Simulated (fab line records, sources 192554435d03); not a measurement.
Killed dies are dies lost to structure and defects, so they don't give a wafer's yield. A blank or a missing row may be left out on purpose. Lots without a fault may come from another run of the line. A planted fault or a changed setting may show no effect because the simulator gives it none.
fab line records | flow n5_finfet
record lots=6 wafers=18 last_day=16
route steps=1938 shown GATE_CUT@498 BEOL_M4@1111 PASSIVATION@1936
lots that met no fault: from a run of the same line without faults
start_h: hours from the record's first day to the start of the lot's first wafer shown | wait_h: hours since the lot's step before | " the same as in the row above | L1.1+2: a row that stands for several wafers | - no value, or no start given | * or withheld: withheld | < > ~ a bound
route shown NAME@n: a module of which the file shows steps, and the number in the route of the first | usual: mean/standard deviation of fault-free wafers | same: alike in all rows | chamber/n: place in a boat | sites: the reading at each site | _std_site: their standard deviation | _edge_site: outer sites' mean less inner sites' | radius_mm: how far each site lies from the wafer's centre | mask NAME#n: copy n | behind: the tool/chamber that last shaped the wafer | hold: why the lot was held/for how many hours/how that ended | device: the transistor (n, p or np) that didn't switch | end of line: the same wafers' tests at the end of the route | a step without rows: its recipe alone | killed: dies lost to structure and defects at the first sort, not the wafer's yield | map: a wafer's dies, x killed, . not, _ none there
set.NAME: the setting as run; set.NAME@STEP: as run at that earlier step | model.NAME: the simulator's own value behind a step, which no gauge read
lots at some steps of the route; a table a step, a row a wafer
services: from which hour (start_h, from the record's first day; less than 0 if before it) a tool's chamber was out of use, for how many hours, and why
## steps
# step N5_GATE_CUT_STRIP_42
# recipe chemistry=O2 power_w=400 temp_c=40 pressure_mtorr=30 rf_frequency_hz=6e+07 bias_power_w=0 overash_fraction=0.3 o2_flow_sccm=225
# step N5_GATE_CUT_ETCH_19
# recipe chemistry=CH3F/O2 target=SiNx mask_material=SiO2 target_depth_a=537 time_s=76.7 pressure_mtorr=30 source_w=395 bias_w=73 Ar_flow_sccm=150 CH3F_flow_sccm=30 O2_flow_sccm=20 ion_energy_ev=120 ends=cleared
# step N5_GATE_CUT_CUT_ETCH_53
# recipe chemistry=SF6/Cl2 target=W mask_material=SiO2 target_depth_a=792 pressure_mtorr=8 icp_w=900 bias_w=80 SF6_flow_sccm=40 Cl2_flow_sccm=60 ends=cleared
# step N5_GATE_CUT_CUT_ETCH_54
# recipe chemistry=Cl2/BCl3 target=TiN mask_material=SiO2 target_depth_a=967 pressure_mtorr=10 icp_w=1000 bias_w=126 Cl2_flow_sccm=53.25 bcl3_flow_sccm=21.75 Ar_flow_sccm=25 ends=cleared
# usual bcl3_flow_sccm=21.75/0.067 chamber_pressure_mTorr=10.001/0.0085 drypump_motor_current_A=5.9/0.38 etch_rf_on_time_s=36.2/0.98 oes_product_au=0.70/0.12 throttle_valve_pct=22.30/0.25
# columns lot.wafer tool chamber start_h wait_h bcl3_flow_sccm chamber_pressure_mTorr drypump_motor_current_A etch_rf_on_time_s oes_product_au rf_hours_counter_h throttle_valve_pct
L765.4 rie_metal-02 1 104.80 0.0 21.65 10.013 6.5 34.9 0.68 - 22.21
L765.5 " 1 " " 21.79 10.007 6.5 35.4 0.66 - 22.21
L765.6 " 0 " " 21.68 9.999 6.3 37.0 0.52 - 22.72
L772.1 rie_metal-01 1 147.20 0.0 21.78 9.995 6.1 35.6 0.81 15 22.47
L772.4 " 0 " " 21.75 9.999 5.7 35.1 0.85 - 21.76
L772.5 " 1 " " 21.75 9.991 6.1 35.4 0.81 - 22.45
L774.2 rie_metal-03 1 158.84 0.0 21.70 9.992 5.5 36.6 0.66 67 22.32
L774.5 " 1 " " 21.72 10.005 5.5 36.3 0.66 - 22.30
L774.6 " 0 " " 21.68 10.007 5.7 37.3 0.57 - 22.47
L777.1 rie_metal-03 1 174.63 0.0 21.81 10.001 5.5 36.4 0.66 69 22.32
L777.4 " 1 " " 21.70 9.998 5.5 36.5 0.66 - 22.31
L777.5 " 1 " " 21.78 10.005 5.5 36.5 0.66 - 22.32
L779.1 rie_metal-01 0 186.24 0.0 21.77 9.994 5.7 35.1 0.83 8 21.77
L779.3 " 0 " " 21.74 10.010 5.7 35.5 0.82 - 21.79
L779.6 " 1 " " 21.70 9.997 6.1 36.2 0.79 - 22.49
L780.2 rie_metal-03 0 193.73 0.0 21.82 10.010 5.6 37.3 0.56 123 22.48
L780.3 " 1 " " 21.82 10.013 5.5 36.6 0.65 - 22.32
L780.5 " 1 " " 21.72 9.992 5.5 36.3 0.66 - 22.34
# step N5_GATE_CUT_CUT_ETCH_55
# recipe chemistry=BCl3 target=HfO2 mask_material=SiO2 target_depth_a=32 ion_energy_ev=30 pressure_mtorr=5 icp_w=450 bias_w=18 bcl3_flow_sccm=80
# usual bcl3_flow_sccm=79.98/0.23 chamber_pressure_mTorr=4.999/0.0044 drypump_motor_current_A=5.9/0.38 oes_product_au=0.77/0.12 throttle_valve_pct=33.1/0.56
# columns lot.wafer tool chamber start_h wait_h bcl3_flow_sccm chamber_pressure_mTorr drypump_motor_current_A oes_product_au rf_hours_counter_h throttle_valve_pct
L765.4 rie_metal-02 1 104.85 0.0 79.81 5.001 6.5 0.74 - 32.7
L765.5 " 1 " " 79.96 4.996 6.5 0.73 - 32.7
L765.6 " 0 " " 80.17 4.999 6.3 0.58 - 33.3
L772.1 rie_metal-01 1 147.26 0.0 80.03 4.994 6.1 0.89 15 33.9
L772.4 " 0 " " 80.25 5.007 5.7 0.93 - 32.0
L772.5 " 1 " " 80.42 5.001 6.1 0.89 - 33.9
L774.2 rie_metal-03 1 158.90 0.0 80.21 5.004 5.5 0.73 67 33.4
L774.5 " 1 " " 79.72 5.001 5.5 0.73 - 33.4
L774.6 " 0 " " 79.97 5.003 5.6 0.63 - 33.2
L777.1 rie_metal-03 1 174.69 0.0 79.90 4.990 5.5 0.73 69 33.4
L777.4 " 1 " " 79.72 4.991 5.5 0.73 - 33.4
L777.5 " 1 " " 79.61 5.003 5.5 0.73 - 33.4
L779.1 rie_metal-01 0 186.30 0.0 80.19 4.998 5.7 0.91 8 32.0
L779.3 " 0 " " 80.12 5.003 5.7 0.91 - 32.0
L779.6 " 1 " " 79.87 4.999 6.1 0.87 - 33.9
L780.2 rie_metal-03 0 193.79 0.0 79.68 4.996 5.7 0.62 123 33.2
L780.3 " 1 " " 79.84 5.001 5.4 0.72 - 33.4
L780.5 " 1 " " 79.98 4.999 5.5 0.73 - 33.4
# step N5_GATE_CUT_ETCH_47
# recipe chemistry=Cl2/BCl3 target=SiO2 target_depth_a=100 pressure_mtorr=10 icp_w=1000 bias_w=126 Cl2_flow_sccm=53.25 bcl3_flow_sccm=21.75 Ar_flow_sccm=25
# step N5_GATE_CUT_VAPOR_ETCH_48
# recipe chemistry=BCl3/Cl2 target=TiN mode=isotropic
# usual drypump_motor_current_A=5.9/0.38 oes_product_au=0.77/0.12
# columns lot.wafer tool chamber start_h wait_h drypump_motor_current_A oes_product_au
L765.4 rie_metal-02 1 104.91 0.0 6.5 0.74
L765.5 " 1 " " 6.5 0.74
L765.6 " 0 " " 6.3 0.58
L772.1 rie_metal-01 1 147.32 0.0 6.1 0.88
L772.4 " 0 " " 5.7 0.94
L772.5 " 1 " " 6.1 0.88
L774.2 rie_metal-03 1 158.96 0.0 5.5 0.74
L774.5 " 1 " " 5.5 0.73
L774.6 " 0 " " 5.7 0.64
L777.1 rie_metal-03 1 174.75 0.0 5.5 0.73
L777.4 " 1 " " 5.5 0.73
L777.5 " 1 " " 5.5 0.73
L779.1 rie_metal-01 0 186.36 0.0 5.7 0.91
L779.3 " 0 " " 5.7 0.92
L779.6 " 1 " " 6.0 0.86
L780.2 rie_metal-03 0 193.85 0.0 5.7 0.64
L780.3 " 1 " " 5.5 0.73
L780.5 " 1 " " 5.5 0.72
# step N5_GATE_CUT_VAPOR_ETCH_49
# recipe chemistry=BCl3/Cl2 target=TiAlC mode=isotropic
# step N5_GATE_CUT_VAPOR_ETCH_51
# recipe chemistry=BCl3/Cl2 target=HfO2 mode=isotropic
# usual drypump_motor_current_A=5.9/0.38 oes_product_au=0.77/0.12
# columns lot.wafer tool chamber start_h wait_h drypump_motor_current_A oes_product_au
L765.4 rie_metal-02 1 104.97 0.0 6.5 0.74
L765.5 " 1 " " 6.5 0.74
L765.6 " 0 " " 6.3 0.58
L772.1 rie_metal-01 1 147.38 0.0 6.1 0.88
L772.4 " 0 " " 5.7 0.94
L772.5 " 1 " " 6.0 0.88
L774.2 rie_metal-03 1 159.02 0.0 5.5 0.72
L774.5 " 1 " " 5.5 0.73
L774.6 " 0 " " 5.7 0.64
L777.1 rie_metal-03 1 174.81 0.0 5.5 0.73
L777.4 " 1 " " 5.4 0.73
L777.5 " 1 " " 5.4 0.73
L779.1 rie_metal-01 0 186.42 0.0 5.7 0.92
L779.3 " 0 " " 5.7 0.92
L779.6 " 1 " " 6.1 0.87
L780.2 rie_metal-03 0 193.91 0.0 5.6 0.63
L780.3 " 1 " " 5.5 0.73
L780.5 " 1 " " 5.5 0.73
# step N5_GATE_CUT_STRIP_21
# recipe chemistry=N2/H2 time_s=30 power_w=1000 temp_c=250 pressure_mtorr=withheld n2_flow_sccm=1750 h2_flow_sccm=3250
# usual drypump_motor_current_A=5.78/0.11 heater_power_w=295/14
# columns lot.wafer tool chamber start_h wait_h drypump_motor_current_A heater_power_w rf_hours_counter_h
L765.4 plasma_asher-02 1 105.03 0.1 5.94 302 -
L765.5 " 0 " " 5.68 273 -
L765.6 " 1 " " 5.94 304 -
L772.1 plasma_asher-01 1 147.43 0.0 5.66 301 48
L772.4 " 1 " " 5.70 300 -
L772.5 " 1 " " 5.69 300 -
L774.2 plasma_asher-01 0 159.07 0.0 5.78 308 51
L774.5 " 0 " " 5.77 308 -
L774.6 " 1 " " 5.68 303 -
L777.1 plasma_asher-02 1 175.04 0.2 5.91 303 109
L777.4 " 1 " " 5.94 310 -
L777.5 " 1 " " 5.94 310 -
L779.1 plasma_asher-01 0 186.48 0.0 5.82 311 57
L779.3 " 0 " " 5.80 312 -
L779.6 " 0 " " 5.83 309 -
L780.2 plasma_asher-02 0 193.96 0.0 5.66 269 114
L780.3 " 1 " " 5.95 302 -
L780.5 " 0 " " 5.66 280 -
# step N5_GATE_CUT_STRIP_29
# recipe chemistry=post_etch_residue_remover time_s=60 temp_c=25 remover_ph=withheld remover_water_wt_pct=withheld remover_fluoride_wt_pct=withheld
# step N5_GATE_CUT_SRD_52
# recipe dry=ipa_marangoni time_s=30 temp_c=23 rinse_liquid=diw
# step N5_GATE_CUT_ALD_22
# recipe material=SiNx target_thk_a=160 temp_c=400 ald_precursor_family=SiH2I2 ald_co_reactant=N2/H2-plasma pulse_time_s=1 ald_cycles=320 purge_time_s=2 co_reactant_purge_time_s=2 pressure_torr=2
# usual ald_cycles=320/0 heater_power_w=846/90 precursor_pulse_height_rel=0.998/0.02
# same co_reactant_purge_time_s=2
# columns lot.wafer tool chamber start_h wait_h ald_cycles heater_power_w precursor_pulse_height_rel model.SiNx_of_GATE_CUT_ALD_22.thk_nm
L765.4 ald_sin-03 2 105.17 0.0 320 961 0.983 16
L765.5 " 3 " " 320 790 0.994 16
L765.6 " 0 " " 320 735 1.028 16
L772.1 ald_sin-01 0 147.77 0.2 320 848 1.020 16
L772.4 " 1 " " 320 743 1.030 16
L772.5 " 0 " " 320 857 1.009 16
L774.2 ald_sin-01 0 160.04 0.8 384 857 0.978 19.2
L774.5 " 2 " " 384 853 1.004 19.2
L774.6 " 3 " " 384 921 0.991 19.2
L777.1 ald_sin-01 1 175.20 0.0 384 784 0.963 19.2
L777.4 " 3 " " 384 920 1.023 19.4
L777.5 " 2 " " 384 866 1.017 19.2
L779.1 ald_sin-03 1 186.63 0.0 320 886 1.034 16.2
L779.3 " 0 " " 320 740 1.013 16.2
L779.6 " 1 " " 320 880 0.985 16.2
L780.2 ald_sin-03 0 194.15 0.1 320 748 1.018 16
L780.3 " 1 " " 320 909 1.006 16
L780.5 " 3 " " 320 779 0.992 16
# step N5_GATE_CUT_CMP_23
# recipe stop_on=SiO2 t_overpolish_s=23.4 post_cmp_clean=alkaline_brush down_force_psi=2.5 platen_rpm=51.8 pad_velocity_m_s=1.0307 target_thk_nm=16
# usual motor_current_A=9.2/1.1 pad_life_wafers=1293/450 platen_rpm=51.80/0.036 retaining_ring_pressure_frac=1.000/0.0055
# columns lot.wafer tool chamber start_h wait_h motor_current_A pad_life_wafers platen_rpm retaining_ring_pressure_frac model.SiNx_of_GATE_CUT_ALD_22.thk_nm
L765.4 cmp-04 3 106.77 0.9 6.9 1083 51.84 1.006 16
L765.5 " 0 " " 8.4 - 51.82 0.999 16
L765.6 " 1 " " 9.9 - 51.78 0.997 16
L772.4 cmp-04 1 149.30 0.8 10.0 1423 51.83 1.002 16
L772.1 " 3 " " 6.9 1425 51.79 0.990 16
L772.5 " 1 " " 10.4 - 51.87 0.997 16
L774.2 cmp-01 3 161.53 0.8 10.0 1566 51.82 0.997 17.4
L774.6 " 3 " " 10.1 - 51.83 1.000 15.8
L774.5 " 0 " " 7.3 - 51.79 0.995 15.8
L777.1 cmp-03 1 176.69 0.8 9.3 1206 51.83 1.006 15.2
L777.4 " 2 " " 9.8 1207 51.83 1.004 15.8
L777.5 " 1 " " 9.0 - 51.81 1.000 15.8
L779.3 cmp-01 3 188.19 0.8 10.0 1718 51.77 1.012 16.2
L779.1 " 0 " " 7.8 1719 51.73 1.005 16.2
L779.6 " 2 " " 8.1 - 51.77 1.000 16.2
L780.2 cmp-04 2 195.64 0.8 10.4 1794 51.82 0.994 16
L780.3 " 0 " " 8.3 1796 51.78 0.998 16
L780.5 " 2 " " 9.5 - 51.82 0.994 16
# step N5_GATE_CUT_THK_MEAS_24
# recipe reads=SiO2_of_GATE_CUT_HM_DEP_46+SiO2_flowable_of_ILD0_FCVD_FILL_01
# usual GC_FILL_THK=220.1/2.2
# columns lot.wafer tool chamber start_h wait_h GC_FILL_THK[nm]
L765.4 film_metro-01 - 106.95 - 218.6
L765.5 " - " " 219.5
L765.6 " - " " 219.5
L772.1 film_metro-01 - 149.56 - 218.2
L772.4 " - " " 221.8
L772.5 " - " " 220.6
L774.2 film_metro-02 - 161.83 - 219.6
L774.5 " - " " 218.0
L774.6 " - " " 218.9
L777.1 film_metro-01 - 176.98 - 217.0
L777.4 " - " " 222.8
L777.5 " - " " 218.7
L779.1 film_metro-02 - 188.41 - 217.2
L779.3 " - " " 219.3
L779.6 " - " " 220.7
L780.2 film_metro-01 - 195.93 - 220.3
L780.3 " - " " 217.5
L780.5 " - " " 219.8
# step N5_BEOL_M4_RC_MEAS_101
# usual DIBL_N=36.0/1.6 DIBL_P=36.1/2 IOFF_N=0.160/0.029 IOFF_P=0.21/0.039 ION_N=675/13 ION_P=464/8.8 SS_N=71.5/0.58 SS_P=73.3/0.65 VT_N=250/3.3 VT_P=-249/3.6
# columns lot.wafer tool chamber start_h wait_h DIBL_N[mV/V] DIBL_P[mV/V] IOFF_N[nA/um] IOFF_P[nA/um] ION_N[uA/um] ION_P[uA/um] SS_N[mV/dec] SS_P[mV/dec] VT_N[mV] VT_P[mV]
L765.4 prober-02 0 187.27 0.5 35.3 35.7 0.135 0.17 667 455 72.0 72.2 252 -256
L765.5 " 0 " " 33.8 33.5 0.111 0.14 656 454 71.8 72.8 256 -258
L765.6 " 0 " " 35.2 34.8 0.135 0.17 675 460 71.8 73.1 253 -254
L772.1 prober-02 0 234.40 0.0 36.5 37.7 0.167 0.27 673 470 71.8 73.6 246 -244
L772.4 " 0 " " 37.2 39.1 0.185 0.30 689 479 71.9 73.8 244 -243
L772.5 " 0 " " 36.4 37.4 0.165 0.25 678 471 72.9 73.8 249 -243
L774.2 prober-02 0 238.21 0.2 36.3 34.7 0.160 0.19 676 458 70.9 73.1 249 -252
L774.5 " 0 " " 37.9 36.9 0.190 0.22 684 467 71.4 73.5 246 -250
L774.6 " 0 " " 35.0 33.2 0.136 0.18 682 465 70.9 72.7 253 -253
L777.1 prober-01 0 264.87 0.0 36.4 35.4 0.150 0.17 661 451 70.8 73.2 249 -254
L777.4 " 0 " " 37.1 36.9 0.173 0.20 675 453 71.7 73.7 247 -252
L777.5 " 0 " " 39.3 38.7 0.223 0.23 694 459 71.8 73.7 244 -251
L779.1 prober-01 0 268.08 0.0 35.8 36.9 0.169 0.20 693 470 71.8 73.4 248 -249
L779.3 " 0 " " 36.0 37.0 0.182 0.21 694 475 71.1 73.8 245 -248
L779.6 " 0 " " 36.5 38.0 0.188 0.21 694 474 71.4 73.8 247 -248
L780.2 prober-02 0 286.48 0.2 37.5 38.7 0.187 0.26 682 474 72.0 73.6 244 -248
L780.3 " 0 " " 36.8 37.7 0.163 0.24 679 463 71.4 73.5 250 -248
L780.5 " 0 " " 35.9 35.8 0.155 0.21 694 474 71.5 72.6 247 -246
# step N5_PASSIVATION_PROBE_49
# usual defect_limited_yield=91.0/1.3 killed_at_M0_to_M3=36/9.5 killed_at_M4_up=14/5.6 killed_at_contacts=12/6.4 killed_at_front_end=40/10 killed_at_other=3.2/3 killed_dies=107/15 killed_open=69/12 killed_short=35/7.7 sort_bin_5_function=5.3/0.91 sort_bin_6_memory=3.3/0.65 sort_n_pass=1073/15 sort_yield_pct=91.0/1.3
# same gross_dies=1180 killed_at_back_side=0 sort_bin_4_leakage[%]=0 sort_bin_8_speed[%]=0
# columns lot.wafer tool chamber start_h wait_h defect_limited_yield[%] killed_at_M0_to_M3 killed_at_M4_up killed_at_contacts killed_at_front_end killed_at_other killed_dies killed_open killed_short sort_bin_5_function[%] sort_bin_6_memory[%] sort_n_pass sort_yield_pct[%]
L774.2 prober-02 - 347.39 0.1 92.2 20 13 10 45 4 92 57 30 4.2 3.1 1088 92.2
L774.6 prober-02 - 347.59 0.3 91.3 29 14 6 48 6 103 62 39 5.3 3.2 1077 91.3
L779.1 prober-02 - 381.73 0.0 92.4 35 7 13 33 2 90 59 20 4.2 2.6 1090 92.4
L779.3 prober-02 - 381.83 0.1 90.3 37 16 15 44 2 114 72 39 6.3 3.2 1066 90.3
L779.6 prober-02 - 381.98 0.3 91.9 29 12 11 43 1 96 68 27 4.7 3.2 1084 91.9
# killed by level:class
L774.2 FIN_SAQP:geometric_particle:open=15 FIN_SAQP:geometric_particle:short=15 MOL_CONTACT_COAG:geometric_particle:open=9 BEOL_M4:geometric_particle:open=7 BEOL_M0_SAQP:geometric_particle:open=5 DUMMY_GATE:geometric_particle:open=4 BEOL_M3:geometric_particle:open=4 ILD0:geometric_particle:open=3
L774.6 BEOL_M2:geometric_particle:open=8 FIN_SAQP:geometric_particle:short=7 STI_FIN_REVEAL:geometric_particle:open=7 BEOL_M0_SAQP:geometric_particle:short=7 BEOL_M3:geometric_particle:open=6 FIN_SAQP:geometric_particle:open=5 MOL_CONTACT_COAG:geometric_particle:open=5 BEOL_M4:geometric_particle:open=5
L779.1 STI_FIN_REVEAL:geometric_particle:open=14 BEOL_M3:geometric_particle:open=14 MOL_CONTACT_COAG:geometric_particle:open=10 HKMG_FIN:area_etch=7 BEOL_M1:geometric_particle:open=5 BEOL_M3:geometric_particle:short=5 BEOL_M2:geometric_particle:open=4 MOL_CONTACT_COAG:geometric_particle:short=3
L779.3 STI_FIN_REVEAL:geometric_particle:open=15 MOL_CONTACT_COAG:geometric_particle:open=10 BEOL_M2:geometric_particle:open=8 BEOL_M3:geometric_particle:open=7 BEOL_M4:geometric_particle:open=7 FIN_SAQP:geometric_particle:short=6 STI_FIN_REVEAL:geometric_particle:short=5 BEOL_M0_SAQP:geometric_particle:short=5
L779.6 STI_FIN_REVEAL:geometric_particle:open=12 BEOL_M1:geometric_particle:open=10 MOL_CONTACT_COAG:geometric_particle:open=8 DUMMY_GATE:geometric_particle:open=7 BEOL_M4:geometric_particle:open=7 FIN_SAQP:geometric_particle:short=6 STI_FIN_REVEAL:geometric_particle:short=5 BEOL_M3:geometric_particle:open=5
## services
# columns tool chamber start_h hours kind
rie_metal-03 1 84.71 4.5 repair
ald_sin-03 - 85.89 14.0 pm
ald_sin-03 0 85.89 14.0 vent_cycle
ald_sin-03 1 85.89 14.0 vent_cycle
ald_sin-03 2 85.89 14.0 vent_cycle
ald_sin-03 3 85.89 14.0 vent_cycle
ald_sin-01 - 95.73 5.5 repair
cmp-03 - 96.44 0.5 repair
rie_metal-01 - 99.24 14.6 pm
rie_metal-02 0 113.85 - clean
rie_metal-02 0 113.85 18.5 scheduled_down
rie_metal-02 0 113.85 18.5 vent_cycle
rie_metal-01 - 114.03 1.3 repair
rie_metal-02 1 140.89 24.9 repair
plasma_asher-02 - 152.51 4.4 repair
cmp-04 - 159.73 1.9 repair
cmp-01 - 164.50 4.3 pm
cmp-01 - 173.86 3.3 repair
ald_sin-01 - 176.75 14.0 pm
rie_metal-02 - 177.85 0.3 repair
plasma_asher-01 - 181.70 2.5 repair
rie_metal-01 0 188.31 14.9 repair
plasma_asher-01 - 190.16 5.4 repair
ald_sin-01 2 194.30 4.3 repair
## key
first_sign step=N5_GATE_CUT_ALD_22 reading=ald_cycles direction=up sigmas=99+ usual=* struck=*
effect none on later readings
model_effect step=N5_GATE_CUT_ALD_22 value=SiNx_of_GATE_CUT_ALD_22.thk_nm without=16.03 struck=19.23
model_effect step=N5_GATE_CUT_CMP_23 value=SiNx_of_GATE_CUT_ALD_22.thk_nm without=16.03 struck=15.97
met_at N5_GATE_CUT_ALD_22
struck_wafers L774.2,L774.5,L774.6,L777.1,L777.4,L777.5
onset_between 147.77 160.04
fault kind=process_parameter_drift tool=ald_sin-01 chamber=- onset_h=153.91 steps=N5_GATE_CUT_ALD_22 channel=ald_cycles offset=* shape=step end_h=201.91 acts_in=* stated=*
